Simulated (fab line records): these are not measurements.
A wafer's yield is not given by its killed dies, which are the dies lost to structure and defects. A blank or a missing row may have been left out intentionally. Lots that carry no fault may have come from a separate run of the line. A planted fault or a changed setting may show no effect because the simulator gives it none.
Which tool was responsible? -- flow n5Finfet -- Sampling: 10 lots, 28 wafers, 2 of 1938 route steps

== WHAT THE GAUGES READ, wafer by wafer ==
N5_BEOL_M13_OVL_MEAS_11.
lot,measured,on,V12_OVL (nm)
L403,day 11 04:40,overlay-01,-3 5 -5
L410,day 12 18:47,overlay-01,-4 -2 3
L411,day 13 11:14,overlay-01,2 -1 6
L413,day 13 14:25,overlay-01,1 2 0
L412,day 13 14:28,overlay-01,0 6
L414,day 14 04:56,overlay-02,0 -3 6
L416,day 14 20:14,overlay-01,8 5
L419,day 15 11:17,overlay-01,3 -7 -2
L426,day 16 15:05,overlay-01,16 11 7
L420,day 17 11:33,overlay-01,-2 4 1

== TOOL THAT RAN EACH LOT (tool first, then ch and the chambers of the sampled wafers, then the start) ==
lot,N5_BEOL_M12_DEP_53
L403,"pecvd-03 ch 1,2, day 11 03:56"
L410,"pecvd-04 ch 1,2, day 12 18:02"
L411,"pecvd-01 ch 0,1,2, day 13 10:31"
L413,"pecvd-04 ch 0,1,2, day 13 13:48"
L412,"pecvd-01 ch 1,2, day 13 13:49"
L414,"pecvd-04 ch 1,2, day 14 04:19"
L416,"pecvd-01 ch 0,1, day 14 19:21"
L419,"pecvd-01 ch 0,1, day 15 10:37"
L426,"pecvd-01 ch 0,1,2, day 16 14:22"
L420,"pecvd-01 ch 0,1, day 17 10:49"
- N5_BEOL_M12_DEP_53: deposits SiCN from 3MS/NH3, target thk 30 nm, time 10.5 s.

== THE ANSWER, worked out from the rows above alone ==
Rule: usual is defined by the lots themselves. Put in order of their means at a reading, lots are off if they are a third of the lots or fewer, leave a main group of 4 or more, and stand apart from it by a gap of 3 or more times the standard deviation of the main group's means; of several such gaps the widest counts. Not used: any main group whose means are identical at the precision the tables above print for the reading. A lot without any number at a reading at which 4 lots or more have one is off too. The other lots that the step has rows for count as sound.
Nothing can be told from this: no lot is off at any reading shown.

== WHAT THE SIMULATOR HAD INSERTED ==
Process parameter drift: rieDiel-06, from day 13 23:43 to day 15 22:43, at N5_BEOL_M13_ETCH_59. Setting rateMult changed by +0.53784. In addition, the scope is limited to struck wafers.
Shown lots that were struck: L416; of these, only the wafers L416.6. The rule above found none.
